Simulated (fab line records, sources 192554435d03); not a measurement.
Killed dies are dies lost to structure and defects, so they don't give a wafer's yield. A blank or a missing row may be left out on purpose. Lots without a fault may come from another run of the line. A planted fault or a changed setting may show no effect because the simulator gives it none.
Problem report in the 8D (eight disciplines) form, filled by code | flow n5_finfet | the parts of the form that need people (team, actions taken, sign-off) are left out

1. THE PROBLEM
etch_rf_on_time_s at N5_BEOL_M7_ETCH_61 reads a mean of 53.7 s on 5 wafers of 3 lots; wafers without a fault read 76.0 s with a standard deviation of 1.9. That is -12 standard deviations from the usual mean.
The step: etches SiARC in CF4, target depth 45.5 nm, time 75.8 s.
First seen on wafer L559.3, day 12 15:34, on rie_diel-06. The record holds 31 wafers of 11 lots with a number at this step. Rule for "out", or "out of limits": more than 4 standard deviations from the usual mean. The other wafers with a number count as sound.

2. WHAT IT IS AND WHAT IT IS NOT
question                    | is                                     | is not
which readings at this step | etch_rf_on_time_s                      | chamber_pressure_mTorr, drypump_motor_current_A, rf_vpp_V, showerhead_plenum_p_Torr, throttle_valve_pct
which lots                  | L559, L565, L568                       | L548, L551, L554, L556, L558, L560, L561, L570
which wafers of those lots  | L559.3, L565.3, L565.6, L568.3, L568.6 | L559.1, L559.4
read on which tools         | rie_diel-06                            | rie_diel-01
when                        | from day 12 15:34                      | up to then (23 sound wafers); but 3 sound wafers of L570 came after

3. SUSPECTS, AND WHAT RULES EACH OUT
Counting: a tool at a process step up to the reading stays a suspect if it ran every lot that is out. Sound lots after the first of them don't rule it out here, since some wafers of a struck lot are sound.
- rie_diel-06 at N5_BEOL_M7_ETCH_61 (etches SiARC in CF4, target depth 45.5 nm, time 75.8 s): kept. It ran every lot that is out, first L559 (day 12 15:34); its last sound lot up to then is L561 (day 12 15:19). Its own readings are out on those wafers: etch_rf_on_time_s.
Left after counting: rie_diel-06 at N5_BEOL_M7_ETCH_61.

4. THE CAUSE (what the simulator had put in)
Process parameter drift: rie_diel-06, from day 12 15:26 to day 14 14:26, at N5_BEOL_M7_ETCH_61. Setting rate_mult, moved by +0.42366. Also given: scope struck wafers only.
Counting left only this tool.

5. THE CHAIN OF EFFECTS, in route order
Each row: a reading whose mean over the struck wafers that have a number lies more than 3 standard deviations from the usual. Only readings for which the record gives a usual standard deviation are gone through. hours: the time from each lot's start at the first step in this table that gives one to its start at this step, as a median over the lots. sigmas: the change in usual standard deviations.
hours | step               | reading           | usual  | on struck wafers | change | sigmas
0     | N5_BEOL_M7_ETCH_61 | etch_rf_on_time_s | 76.0 s | 53.7             | -22.3  | -12
The process steps in it:
- N5_BEOL_M7_ETCH_61: etches SiARC in CF4, target depth 45.5 nm, time 75.8 s.

6. WHAT WOULD HAVE CAUGHT IT SOONER
In this record the first reading out of limits was taken at day 12 15:34, 0 hours after the fault began at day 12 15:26.
